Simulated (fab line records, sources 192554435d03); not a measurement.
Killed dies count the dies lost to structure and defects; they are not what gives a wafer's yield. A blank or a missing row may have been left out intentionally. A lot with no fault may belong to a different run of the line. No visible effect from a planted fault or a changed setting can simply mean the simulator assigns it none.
fab line records	flow n5-finfet
record: lots: 9	wafers: 26	last-day: 17
route steps=1938 shown SD_EPI_P@314 BEOL_M4@1098 BEOL_M5@1114 PASSIVATION@1936
lots with no fault: from the same line, run without faults
start-h: the number of hours between the record's first day and the start of the first shown wafer of the lot	wait-h: hours from the lot's prior step to this one	" repeats the value in the row above	L1.1+2: a single row standing in for several wafers	- no value present, or no start provided	* or withheld: withheld	< > ~ a bound
route shown NAME@n: NAME is a module with steps in the file, n the number in the route of the first one	usual: average and standard deviation across the fault-free wafers	same: alike in all rows	chamber/n: place in a boat	sites: per-site readings	_std_site: the standard deviation of these	_edge_site: the outer-site mean with the inner-site mean subtracted	radius-mm: for every site, how far away it sits from the centre of the wafer	mask NAME#n: copy n	behind: the last tool/chamber to shape the wafer	hold: why the lot went on hold/how many hours it stayed there/how the hold came to an end	device: whichever transistor did not switch (one of n, p or np)	end of line: the tests these same wafers got at the end of their route	for a step that has no rows: nothing shown but its recipe	killed: at the first sort, the dies lost to defects and structure; wafer yield is something else	map: shows each die of a wafer: x if killed, . if not, _ if none is there
set.NAME: the setting as run; set.NAME@STEP: as run at that earlier step	model.NAME: the simulator's own value behind a step, which no gauge read
a sample of lots followed through the steps of the route, with each step as a table and each wafer as a row
services: from which hour (start-h, from the record's first day; less than 0 if before it) a tool's chamber was out of use, for how many hours, and why
== steps ==
step: N5_SD_EPI_P_SD_RECESS_17
recipe: chemistry: HBr/Cl2/O2	target-depth-a: 391	bt-time-s: 3	pressure-mtorr: 10	icp-w: 800	bias-w: 112	HBr_flow_sccm: 150	Cl2_flow_sccm: 80	O2_flow_sccm: 12
usual: bias-w: 112.0/0.34	drypump-motor-current-A: 5.7/0.39	oes_o_777_au: 0.994/0.015	oes-product-au: 0.991/0.014	throttle-valve-pct: 37.05/0.29
lot.wafer	tool	chamber	start-h	wait-h	bias-w	drypump-motor-current-A	oes_o_777_au	oes-product-au	rf-hours-counter-h	throttle-valve-pct
L359.3	rie-si-01	0	52.63	0.0	112.4	5.0	0.994	1.000	193	37.11
L359.4	"	2	"	"	112.1	6.3	0.974	0.981	200	37.14
L359.5	"	1	"	"	111.7	5.1	0.981	0.982	-	37.15
L360.2	rie-si-01	1	64.80	0.0	111.7	5.2	0.987	0.983	125	37.12
L360.3	"	0	"	"	112.3	5.0	0.996	0.998	194	37.10
L360.5	"	0	"	"	112.7	5.0	0.993	0.992	-	37.09
L361.2	rie-si-01	0	66.00	0.0	111.9	5.0	0.988	1.000	194	37.10
L361.4	"	3	"	"	112.2	5.9	0.973	0.983	196	36.68
L361.6	"	3	"	"	112.5	5.9	0.975	0.982	-	36.67
L362.2	rie-si-01	3	72.19	0.0	111.6	5.9	0.978	0.976	196	36.68
L362.4	"	1	"	"	112.7	5.2	0.983	0.980	126	37.13
L362.5	"	0	"	"	112.3	5.0	1.001	0.990	-	37.10
L363.3	rie-si-01	2	77.66	0.0	112.2	6.3	0.979	0.985	200	37.15
L363.4	"	3	"	"	112.6	5.9	0.969	0.972	196	36.67
L363.5	"	0	"	"	112.7	5.0	0.992	0.995	-	37.09
L367.3	rie-si-01	1	104.43	0.0	112.2	5.2	0.974	0.981	126	37.12
L367.5	"	2	"	"	111.6	6.3	0.994	1.009	-	37.15
L371.4	rie-si-06	0	127.40	0.0	111.7	6.3	1.017	1.004	6	37.26
L371.5	"	0	"	"	111.4	6.3	1.017	1.010	-	37.25
L371.6	"	3	"	"	112.3	5.4	0.974	0.978	-	37.50
L373.1	rie-si-06	0	141.35	0.0	111.8	6.3	1.016	1.008	6	37.25
L373.4	"	3	"	"	112.0	5.4	0.971	0.970	87	37.48
L373.6	"	2	"	"	112.3	5.7	0.994	0.989	-	36.55
L382.2	rie-si-01	2	197.06	0.0	111.9	6.3	0.995	1.008	2	37.18
L382.3	"	0	"	"	112.3	5.0	1.013	1.020	0	36.92
L382.5	"	2	"	"	111.9	6.3	0.995	1.005	-	37.16
step: N5_BEOL_M4_SPUTTER_94
recipe: material: Cu	target-thk-a: 45	temp-c: -20	chamber-pressure-pa: 0.07	power-w: withheld	time-s: 8.29
usual: chuck-sensor-temp-C: -16.0/0.42	throttle-valve-pct: 29.6/1.4
lot.wafer	tool	chamber	start-h	wait-h	chuck-sensor-temp-C	throttle-valve-pct
L359.3	pvd-sputter-02	-	154.55	0.1	-16.5	29.6
L359.4	"	-	"	"	-15.4	29.3
L359.5	"	-	"	"	-16.3	30.9
L360.2	pvd-sputter-01	-	174.80	0.1	-16.1	30.3
L360.3	"	-	"	"	-16.6	27.5
L360.5	"	-	"	"	-15.4	30.0
L361.2	pvd-sputter-01	-	178.48	0.1	-15.6	26.5
L361.4	"	-	"	"	-15.6	29.8
L361.6	"	-	"	"	-16.2	30.6
L362.2	pvd-sputter-01	-	180.71	0.1	-15.5	29.8
L362.4	"	-	"	"	-16.2	30.6
L362.5	"	-	"	"	-15.5	26.6
L363.3	pvd-sputter-03	-	183.71	0.1	-16.0	31.1
L363.4	"	-	"	"	-15.6	30.7
L363.5	"	-	"	"	-15.4	30.7
L367.3	pvd-sputter-03	-	204.98	0.1	-16.1	31.1
L367.5	"	-	"	"	-16.4	31.1
L371.4	pvd-sputter-02	-	244.88	0.1	-16.6	29.6
L371.5	"	-	"	"	-16.6	31.0
L371.6	"	-	"	"	-16.6	29.7
L373.1	pvd-sputter-02	-	253.83	0.1	-15.5	29.6
L373.4	"	-	"	"	-16.2	30.7
L373.6	"	-	"	"	-15.2	29.5
L382.2	pvd-sputter-03	-	308.82	0.1	-15.9	31.2
L382.3	"	-	"	"	-16.2	29.0
L382.5	"	-	"	"	-16.0	31.0
step: N5_BEOL_M4_CMP_52
recipe: stop-on: SiOC	t-overpolish-s: 6.8	down-force-psi: 1	platen-rpm: 50	clearing-platen-down-force-psi: 1.5	clearing-platen-rpm: 50	post-cmp-clean: cu-alkaline	target-thk-nm: 40	clearing-platen-pad-velocity-m-s: 0.99484	pad-velocity-m-s: 0.99484
usual: barrier-field-endpoint-s: 24.7/0.49	clearing-platen-down-force-psi: 1.500/0.0032	motor-current-A: 6.3/0.71	overpolish-run-s: 6.800/0.009	time-to-endpoint-s: 62.3/2.2
lot.wafer	tool	chamber	start-h	wait-h	barrier-field-endpoint-s	clearing-platen-down-force-psi	motor-current-A	overpolish-run-s	time-to-endpoint-s
L359.3	cmp-03	2	155.33	0.2	24.4	1.503	6.0	6.799	60.4
L359.4	"	3	"	"	24.6	1.495	6.7	6.787	60.4
L359.5	"	3	"	"	23.9	1.494	6.4	6.809	54.9
L360.2	cmp-01	3	175.57	0.3	24.7	1.499	5.7	6.794	60.5
L360.3	"	1	"	"	24.3	1.503	7.8	6.795	62.9
L360.5	"	2	"	"	25.0	1.508	6.3	6.802	63.0
L361.4	cmp-04	0	179.24	0.1	24.5	1.496	4.9	6.791	59.3
L361.2	"	2	"	"	24.6	1.499	6.4	6.799	62.4
L361.6	"	0	"	"	24.2	1.495	5.1	6.801	59.6
L362.2	cmp-03	0	181.43	0.2	24.5	1.503	6.0	6.812	63.3
L362.4	"	1	"	"	24.5	1.501	6.1	6.797	59.2
L362.5	"	0	"	"	24.6	1.498	5.9	6.795	60.5
L363.4	cmp-01	3	184.44	0.1	24.4	1.498	5.8	6.801	61.2
L363.3	"	0	"	"	25.4	1.508	6.8	6.793	65.5
L363.5	"	0	"	"	25.1	1.503	6.2	6.805	63.9
L367.3	cmp-03	2	205.77	0.2	24.8	1.506	6.1	6.793	61.1
L367.5	"	1	"	"	24.6	1.503	6.1	6.789	63.4
L371.4	cmp-04	0	245.79	0.2	24.4	1.500	5.2	6.805	63.0
L371.5	"	2	"	"	24.8	1.498	6.7	6.807	62.9
L371.6	"	3	"	"	25.3	1.500	6.5	6.785	65.0
L373.4	cmp-03	0	254.54	0.1	25.3	1.494	5.8	6.790	64.2
L373.1	"	3	"	"	24.6	1.495	6.8	6.789	61.9
L373.6	"	1	"	"	25.6	1.495	6.2	6.801	62.2
L382.2	cmp-01	0	309.61	0.3	24.9	1.494	6.3	6.787	65.1
L382.3	"	1	"	"	24.8	1.505	7.9	6.781	64.3
L382.5	"	2	"	"	24.5	1.503	6.1	6.797	63.6
step: N5_BEOL_M4_RC_MEAS_101
usual: CJ_P: 5.81/0.17	DIBL_N: 36.3/1.2	DIBL_P: 36.1/1.6	IOFF_N: 0.161/0.023	IOFF_P: 0.209/0.027	IOFF_P_LIN: 0.100/0.01	ION_N: 676/8.9	ION_P: 462/5.3	REXT_P: 101.1/2.4	SS_N: 71.5/0.51	SS_P: 73.2/0.5	VT_N: 249.1/2.5	VT_P: -249.9/2.8	VT_P_LVT: -99.0/2.4
lot.wafer	tool	chamber	start-h	wait-h	CJ_P	DIBL_N[mV/V]	DIBL_P[mV/V]	IOFF_N[nA/um]	IOFF_P[nA/um]	IOFF_P_LIN[nA/um]	ION_N[uA/um]	ION_P[uA/um]	REXT_P[ohm.um]	SS_N[mV/dec]	SS_P[mV/dec]	VT_N[mV]	VT_P[mV]	VT_P_LVT[mV]
L359.3	prober-02	0	156.33	0.3	5.92	36.5	36.8	0.164	0.203	0.095	671	460	97.3	71.8	72.7	246.1	-251.8	-99.4
L359.4	"	0	"	"	5.90	35.7	35.0	0.142	0.183	0.089	672	457	97.0	70.8	73.3	247.2	-253.2	-99.1
L359.5	"	0	"	"	5.86	34.8	33.1	0.129	0.157	0.080	667	451	99.0	71.7	73.5	250.9	-255.5	-102.3
L360.2	prober-01	0	176.29	0.2	5.49	36.1	35.6	0.155	0.203	0.098	683	462	101.0	71.5	72.9	248.2	-249.9	-98.4
L360.3	"	0	"	"	5.94	35.8	36.2	0.145	0.211	0.101	671	461	97.3	70.9	72.7	248.5	-250.4	-97.9
L360.5	"	0	"	"	5.67	37.7	38.1	0.185	0.249	0.113	689	471	98.9	71.6	73.9	246.0	-247.5	-95.3
L361.2	prober-01	0	180.05	0.2	6.12	36.8	35.5	0.161	0.221	0.104	675	463	101.5	71.3	73.0	250.1	-248.8	-100.1
L361.4	"	0	"	"	6.10	37.7	35.8	0.174	0.220	0.105	674	466	102.1	71.2	73.1	250.3	-249.0	-99.4
L361.6	"	0	"	"	5.89	36.8	34.7	0.162	0.213	0.104	664	460	101.4	71.5	73.5	248.5	-247.3	-99.0
L362.2	prober-02	0	182.19	0.2	3.45	35.7	32.7	0.146	0.136	0.071	672	409	107.8	71.5	72.5	252.3	-256.7	-107.0
L362.4	"	0	"	"	5.74	34.9	33.4	0.125	0.172	0.089	666	457	98.5	70.9	72.9	252.6	-253.1	-100.8
L362.5	"	0	"	"	5.92	34.4	33.8	0.125	0.180	0.092	667	464	98.5	71.1	72.9	252.0	-251.7	-98.6
L363.3	prober-02	0	185.41	0.3	3.76	35.5	32.6	0.126	0.119	0.062	658	404	112.4	70.6	72.0	250.9	-263.0	-108.8
L363.4	"	0	"	"	6.11	34.8	33.8	0.121	0.164	0.084	664	457	101.5	69.9	72.7	252.8	-255.6	-101.0
L363.5	"	0	"	"	6.18	36.0	35.1	0.137	0.182	0.090	672	459	101.8	70.4	72.3	252.8	-254.5	-100.8
L367.3	prober-02	0	206.62	0.3	3.45	37.7	33.5	0.170	0.158	0.080	667	409	111.2	71.7	72.4	247.7	-255.6	-103.9
L367.5	"	0	"	"	5.96	37.1	35.1	0.161	0.212	0.104	679	469	99.2	71.8	73.5	249.0	-249.5	-97.3
L371.4	prober-02	0	246.78	0.5	5.32	36.9	36.3	0.165	0.255	0.119	678	471	99.7	71.0	72.7	247.4	-244.3	-94.3
L371.5	"	0	"	"	5.81	35.8	35.2	0.153	0.231	0.113	678	470	98.5	71.1	72.7	244.7	-244.4	-94.7
L371.6	"	0	"	"	5.72	36.5	35.7	0.152	0.236	0.114	671	467	99.1	71.5	73.2	248.8	-244.2	-94.7
L373.1	prober-02	0	255.24	0.0	5.79	36.4	35.7	0.165	0.181	0.086	666	457	98.3	72.0	73.6	247.4	-253.8	-104.6
L373.4	"	0	"	"	5.68	37.0	36.8	0.178	0.193	0.090	674	456	98.6	71.8	74.2	249.3	-253.1	-103.9
L373.6	"	0	"	"	6.02	35.9	36.1	0.161	0.187	0.089	671	455	97.4	70.9	73.5	249.5	-253.2	-102.7
L382.2	prober-01	0	310.37	0.2	5.87	37.1	36.4	0.166	0.217	0.105	679	465	102.2	71.8	73.3	250.1	-246.2	-99.3
L382.3	"	0	"	"	5.99	36.0	35.6	0.143	0.202	0.100	674	463	100.2	71.9	73.1	250.6	-248.4	-100.4
L382.5	"	0	"	"	5.91	35.0	34.3	0.132	0.178	0.091	662	457	101.9	71.6	73.4	251.1	-248.6	-101.9
step: N5_BEOL_M5_THK_MEAS_01
recipe: reads: SiCOH_lowk_of_BEOL_M5_ILD_DEP_00
usual: M5_ILD_THK: 121.7/1.3
lot.wafer	tool	chamber	start-h	wait-h	M5_ILD_THK[nm]
L359.3	film-metro-02	-	157.99	0.3	121.0
L359.4	"	-	"	"	120.9
L359.5	"	-	"	"	122.8
L360.2	film-metro-01	-	179.15	1.3	120.9
L360.3	"	-	"	"	121.3
L360.5	"	-	"	"	124.0
L361.2	film-metro-01	-	181.43	0.4	122.1
L361.4	"	-	"	"	123.7
L361.6	"	-	"	"	123.2
L362.2	film-metro-02	-	183.57	0.4	119.2
L362.4	"	-	"	"	121.2
L362.5	"	-	"	"	120.9
L363.3	film-metro-01	-	186.64	0.3	120.5
L363.4	"	-	"	"	122.4
L363.5	"	-	"	"	121.8
L367.3	film-metro-01	-	208.22	0.3	121.9
L367.5	"	-	"	"	122.9
L371.4	film-metro-01	-	247.85	0.2	121.4
L371.5	"	-	"	"	122.2
L371.6	"	-	"	"	121.9
L373.1	film-metro-01	-	257.05	0.4	122.2
L373.4	"	-	"	"	122.8
L373.6	"	-	"	"	122.7
L382.2	film-metro-01	-	311.75	0.4	120.0
L382.3	"	-	"	"	121.0
L382.5	"	-	"	"	123.0
step: N5_PASSIVATION_PROBE_49
usual: defect-limited-yield: 91.3/1.5	killed_at_M0_to_M3: 35/10	killed_at_M4_up: 13/5.3	killed-at-contacts: 12/5.7	killed-at-front-end: 39/11	killed-at-other: 3.3/2.7	killed-dies: 102/18	killed-open: 67/13	killed-short: 34/7.8	sort_bin_5_function: 5.1/1	sort_bin_6_memory: 3.3/0.68	sort_bin_8_speed: 0/0	sort-n-pass: 1078/18	sort-yield-pct: 91.3/1.5
same: gross-dies: 1180	killed-at-back-side: 0	sort_bin_4_leakage[%]: 0
lot.wafer	tool	chamber	start-h	wait-h	defect-limited-yield[%]	killed_at_M0_to_M3	killed_at_M4_up	killed-at-contacts	killed-at-front-end	killed-at-other	killed-dies	killed-open	killed-short	sort_bin_5_function[%]	sort_bin_6_memory[%]	sort_bin_8_speed[%]	sort-n-pass	sort-yield-pct[%]
L359.3	prober-01	-	254.81	0.1	92.3	33	7	7	42	2	91	55	34	4.4	3.1	0	1089	92.3
L359.4	prober-01	-	254.86	0.2	91.2	39	11	16	38	0	104	73	31	5.6	3.1	0	1076	91.2
L359.5	prober-01	-	254.91	0.2	92.7	29	9	3	45	0	86	52	33	3.6	3.2	0	1094	92.7
L363.3	prober-02	-	277.27	0.1	92.6	28	14	14	26	5	87	66	19	4.7	2.5	92.63	0	0
L363.4	prober-02	-	277.32	0.2	93.2	26	9	12	30	3	80	52	28	4.2	2.4	0	1100	93.2
L363.5	prober-02	-	277.37	0.2	94.7	15	8	6	31	2	62	39	23	3.1	2.0	0	1118	94.7
L362.2	prober-02	-	278.40	0.1	87.7	43	23	28	43	8	145	106	38	7.6	4.2	87.29	5	0.4
L362.4	prober-02	-	278.50	0.2	90.1	35	16	20	44	2	117	88	29	6.1	3.6	0	1063	90.1
L362.5	prober-02	-	278.55	0.2	90.8	48	23	5	29	4	109	58	51	5.6	3.2	0	1071	90.8
L361.2	prober-01	-	279.59	0.5	89.1	39	15	22	51	2	129	87	40	6.5	4.3	0	1051	89.1
L361.4	prober-01	-	279.69	0.6	89.9	41	8	22	44	4	119	78	40	5.7	4.4	0	1061	89.9
L361.6	prober-01	-	279.79	0.7	90.2	28	19	9	55	5	116	82	32	5.8	3.3	0	1064	90.2
L367.3	prober-01	-	307.09	0.1	91.8	40	9	15	32	1	97	69	27	4.9	3.1	91.69	1	0.1
L367.5	prober-01	-	307.19	0.2	90.8	38	6	9	53	2	108	73	35	5.4	3.6	0	1072	90.8
L371.4	prober-02	-	352.42	0.2	92.8	37	10	9	23	6	85	54	31	4.2	2.6	0	1095	92.8
L371.5	prober-02	-	352.47	0.2	92.9	27	12	15	25	5	84	58	25	3.5	3.5	0	1096	92.9
L371.6	prober-02	-	352.52	0.3	94.1	18	9	6	35	2	70	44	26	3.2	2.6	0	1110	94.1
L373.1	prober-02	-	358.78	0.3	92.7	36	14	7	26	3	86	52	34	5.5	1.7	0	1094	92.7
L373.4	prober-02	-	358.93	0.5	90.3	30	17	21	43	3	114	61	53	5.3	3.8	0	1066	90.3
L373.6	prober-02	-	359.03	0.6	92.0	39	15	10	26	4	94	60	34	4.9	2.5	0	1086	92.0
killed by level:class
L359.3 BEOL_M0_SAQP:geometric-particle:short=12 FIN_SAQP:geometric-particle:short=10 DUMMY_GATE:geometric-particle:open=9 STI_FIN_REVEAL:geometric-particle:open=7 MOL_CONTACT_COAG:geometric-particle:open=6 FIN_SAQP:geometric-particle:open=5 BEOL_M0_SAQP:geometric-particle:open=5 BEOL_M2:geometric-particle:open=5
L359.4 MOL_CONTACT_COAG:geometric-particle:open=15 BEOL_M0_SAQP:geometric-particle:open=15 STI_FIN_REVEAL:geometric-particle:open=12 BEOL_M2:geometric-particle:open=11 BEOL_M0_SAQP:geometric-particle:short=8 DUMMY_GATE:geometric-particle:open=6 FIN_SAQP:geometric-particle:open=4 DUMMY_GATE:geometric-particle:short=4
L359.5 BEOL_M2:geometric-particle:open=17 FIN_SAQP:geometric-particle:short=11 STI_FIN_REVEAL:geometric-particle:open=8 FIN_SAQP:geometric-particle:open=7 BEOL_M0_SAQP:geometric-particle:short=7 BEOL_M4:geometric-particle:open=4 GATE_CUT:geometric-particle:short=3 MOL_CONTACT_COAG:geometric-particle:open=3
L363.3 MOL_CONTACT_COAG:geometric-particle:open=11 BEOL_M0_SAQP:geometric-particle:open=9 STI_FIN_REVEAL:geometric-particle:open=6 BEOL_M2:geometric-particle:open=6 BEOL_M0:geometric-particle:open=4 BEOL_M3:geometric-particle:open=4 BEOL_M5:geometric-particle:short=4 FIN_SAQP:geometric-particle:open=3
L363.4 MOL_CONTACT_COAG:geometric-particle:open=11 FIN_SAQP:geometric-particle:short=8 BEOL_M2:geometric-particle:open=8 FIN_SAQP:geometric-particle:open=7 BEOL_M0_SAQP:geometric-particle:short=6 BEOL_M0_SAQP:geometric-particle:open=5 STI_FIN_REVEAL:geometric-particle:open=4 BEOL_M2:geometric-particle:short=3
L363.5 FIN_SAQP:geometric-particle:open=9 BEOL_M4:geometric-particle:open=7 FIN_SAQP:geometric-particle:short=4 STARTING-WAFER:geometric-particle:open=4 BEOL_M3:geometric-particle:open=4 STI_FIN_REVEAL:geometric-particle:open=3 GATE_CUT:geometric-particle:short=3 MOL_CONTACT_COAG:geometric-particle:open=3
L362.2 MOL_CONTACT_COAG:geometric-particle:open=22 STI_FIN_REVEAL:geometric-particle:open=14 BEOL_M4:geometric-particle:open=14 BEOL_M0_SAQP:geometric-particle:short=11 BEOL_M0:geometric-particle:open=11 BEOL_M2:geometric-particle:open=9 FIN_SAQP:geometric-particle:open=6 MOL_CONTACT_COAG:geometric-particle:short=6
L362.4 MOL_CONTACT_COAG:geometric-particle:open=16 FIN_SAQP:geometric-particle:open=13 BEOL_M0_SAQP:geometric-particle:open=11 BEOL_M4:geometric-particle:open=10 STI_FIN_REVEAL:geometric-particle:open=7 FIN_SAQP:geometric-particle:short=6 BEOL_M0_SAQP:geometric-particle:short=6 BEOL_M2:geometric-particle:open=6
L362.5 BEOL_M0_SAQP:geometric-particle:short=11 BEOL_M4:geometric-particle:open=11 BEOL_M0_SAQP:geometric-particle:open=10 BEOL_M2:geometric-particle:open=10 BEOL_M4:geometric-particle:short=8 FIN_SAQP:geometric-particle:short=7 FIN_SAQP:geometric-particle:open=4 GATE_CUT:geometric-particle:short=4
L361.2 FIN_SAQP:geometric-particle:short=19 MOL_CONTACT_COAG:geometric-particle:open=19 STI_FIN_REVEAL:geometric-particle:open=14 BEOL_M0_SAQP:geometric-particle:open=11 BEOL_M1:geometric-particle:open=10 BEOL_M4:geometric-particle:open=7 BEOL_M0_SAQP:geometric-particle:short=5 BEOL_M3:geometric-particle:open=5
L361.4 MOL_CONTACT_COAG:geometric-particle:open=20 BEOL_M0_SAQP:geometric-particle:short=14 BEOL_M0_SAQP:geometric-particle:open=14 STI_FIN_REVEAL:geometric-particle:open=13 DUMMY_GATE:geometric-particle:open=6 STI_FIN_REVEAL:geometric-particle:short=5 GATE_CUT:geometric-particle:open=4 BEOL_M1:geometric-particle:open=4
L361.6 STI_FIN_REVEAL:geometric-particle:open=18 FIN_SAQP:geometric-particle:open=8 BEOL_M4:geometric-particle:open=8 MOL_CONTACT_COAG:geometric-particle:open=7 BEOL_M3:geometric-particle:open=7 FIN_SAQP:geometric-particle:short=6 DUMMY_GATE:geometric-particle:open=6 GATE_CUT:geometric-particle:short=5
L367.3 MOL_CONTACT_COAG:geometric-particle:open=13 BEOL_M0_SAQP:geometric-particle:short=12 BEOL_M0_SAQP:geometric-particle:open=10 BEOL_M2:geometric-particle:open=9 FIN_SAQP:geometric-particle:open=7 BEOL_M1:geometric-particle:open=5 BEOL_M4:geometric-particle:open=5 STI_FIN_REVEAL:geometric-particle:open=4
L367.5 BEOL_M1:geometric-particle:open=11 BEOL_M2:geometric-particle:open=9 MOL_CONTACT_COAG:geometric-particle:open=8 BEOL_M0_SAQP:geometric-particle:short=8 FIN_SAQP:geometric-particle:open=6 STARTING-WAFER:geometric-particle:open=6 STI_FIN_REVEAL:geometric-particle:open=5 DUMMY_GATE:geometric-particle:open=5
L371.4 BEOL_M0_SAQP:geometric-particle:short=10 BEOL_M2:geometric-particle:open=10 BEOL_M0_SAQP:geometric-particle:open=6 MOL_CONTACT_COAG:geometric-particle:open=5 FIN_SAQP:geometric-particle:open=4 STI_FIN_REVEAL:geometric-particle:open=4 GATE_CUT:geometric-particle:short=4 MOL_CONTACT_COAG:geometric-particle:short=4
L371.5 MOL_CONTACT_COAG:geometric-particle:open=11 BEOL_M2:geometric-particle:open=9 BEOL_M0_SAQP:geometric-particle:open=7 STI_FIN_REVEAL:geometric-particle:open=5 DUMMY_GATE:geometric-particle:open=5 BEOL_M4:geometric-particle:open=5 GATE_CUT:geometric-particle:short=5 BEOL_M0_SAQP:geometric-particle:short=5
L371.6 FIN_SAQP:geometric-particle:open=9 FIN_SAQP:geometric-particle:short=6 STARTING-WAFER:geometric-particle:short=5 BEOL_M1:geometric-particle:open=5 MOL_CONTACT_COAG:geometric-particle:open=4 BEOL_M4:geometric-particle:open=4 GATE_CUT:geometric-particle:short=3 GATE_CUT:geometric-particle:open=3
L373.1 FIN_SAQP:geometric-particle:short=9 BEOL_M0:geometric-particle:open=9 BEOL_M0_SAQP:geometric-particle:open=6 MOL_CONTACT_COAG:geometric-particle:open=5 BEOL_M0_SAQP:geometric-particle:short=5 BEOL_M4:geometric-particle:open=5 BEOL_M1:geometric-particle:short=4 GATE_CUT:geometric-particle:open=3
L373.4 MOL_CONTACT_COAG:geometric-particle:open=16 FIN_SAQP:geometric-particle:short=10 BEOL_M4:geometric-particle:open=9 STI_FIN_REVEAL:geometric-particle:open=8 GATE_CUT:geometric-particle:short=8 BEOL_M0:geometric-particle:open=6 FIN_SAQP:geometric-particle:open=5 MOL_CONTACT_COAG:geometric-particle:short=5
L373.6 BEOL_M4:geometric-particle:open=13 BEOL_M0_SAQP:geometric-particle:open=13 BEOL_M0_SAQP:geometric-particle:short=12 MOL_CONTACT_COAG:geometric-particle:open=9 FIN_SAQP:geometric-particle:short=6 FIN_SAQP:geometric-particle:open=5 BEOL_M1:geometric-particle:open=5 GATE_CUT:geometric-particle:short=3
== services ==
tool	chamber	start-h	hours	kind
pvd-sputter-03	-	32.68	1.9	repair
pvd-sputter-02	-	33.28	2.4	repair
cmp-04	-	39.09	0.4	repair
cmp-04	-	41.99	4.0	pm
cmp-01	-	53.93	4.5	pm
rie-si-01	1	60.09	4.1	repair
cmp-04	-	87.12	1.4	repair
rie-si-06	0	87.43	6.4	repair
rie-si-01	2	139.12	2.8	repair
cmp-03	-	142.93	1.2	repair
cmp-04	-	149.07	6.8	pm
cmp-01	-	160.18	2.3	repair
cmp-04	-	164.22	2.1	repair
cmp-03	-	164.27	0.9	repair
cmp-04	-	174.93	1.3	repair
cmp-03	-	175.11	3.4	pm
rie-si-06	3	185.94	30.7	repair
cmp-03	-	195.42	1.8	repair
cmp-01	-	227.77	4.0	pm
cmp-03	-	238.32	4.0	pm
cmp-01	-	250.96	2.1	repair
cmp-01	-	284.67	1.1	repair
rie-si-01	2	300.89	1.0	repair
cmp-03	-	305.80	0.5	repair
== key ==
first-sign: step: N5_BEOL_M4_RC_MEAS_101	reading: CJ_P	direction: down	sigmas: 13	usual: 5.81	struck: 3.55
effect: step: N5_BEOL_M4_RC_MEAS_101	reading: ION_P	direction: down	sigmas: 10	usual: 462	struck: 407
effect: step: N5_BEOL_M4_RC_MEAS_101	reading: REXT_P	direction: up	sigmas: 3.9	usual: 101.1	struck: 110.5
effect: step: N5_BEOL_M4_RC_MEAS_101	reading: VT_P_LVT	direction: down	sigmas: 3.2	usual: -99.0	struck: -106.6
effect: step: N5_BEOL_M4_RC_MEAS_101	reading: VT_P	direction: down	sigmas: 3	usual: -249.9	struck: -258.4
effect: step: N5_BEOL_M4_RC_MEAS_101	reading: IOFF_P_LIN	direction: down	sigmas: 2.8	usual: 0.100	struck: 0.071
effect: step: N5_BEOL_M4_RC_MEAS_101	reading: IOFF_P	direction: down	sigmas: 2.6	usual: 0.209	struck: 0.137	wafers-moved: 2
effect: step: N5_PASSIVATION_PROBE_49	reading: sort_bin_8_speed	direction: up	sigmas: 99+	usual: 0	struck: 90.54
met-at N5_SD_EPI_P_SD_RECESS_17
struck-lots L362,L363,L367
struck-wafers L362.2,L363.3,L367.3
not-acting-at N5_BEOL_M4_SPUTTER_94,N5_BEOL_M4_CMP_52,N5_BEOL_M5_THK_MEAS_01
onset-between 66.00 72.19
fault: kind: process-parameter-drift	tool: rie-si-01	chamber: -	onset-h: 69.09	steps: N5_SD_EPI_P_SD_RECESS_17	channel: target-depth-a	offset: -95.858	shape: step	end-h: 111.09	scope: struck-wafers-only	acts-in: these-recipes-only	stated: 391
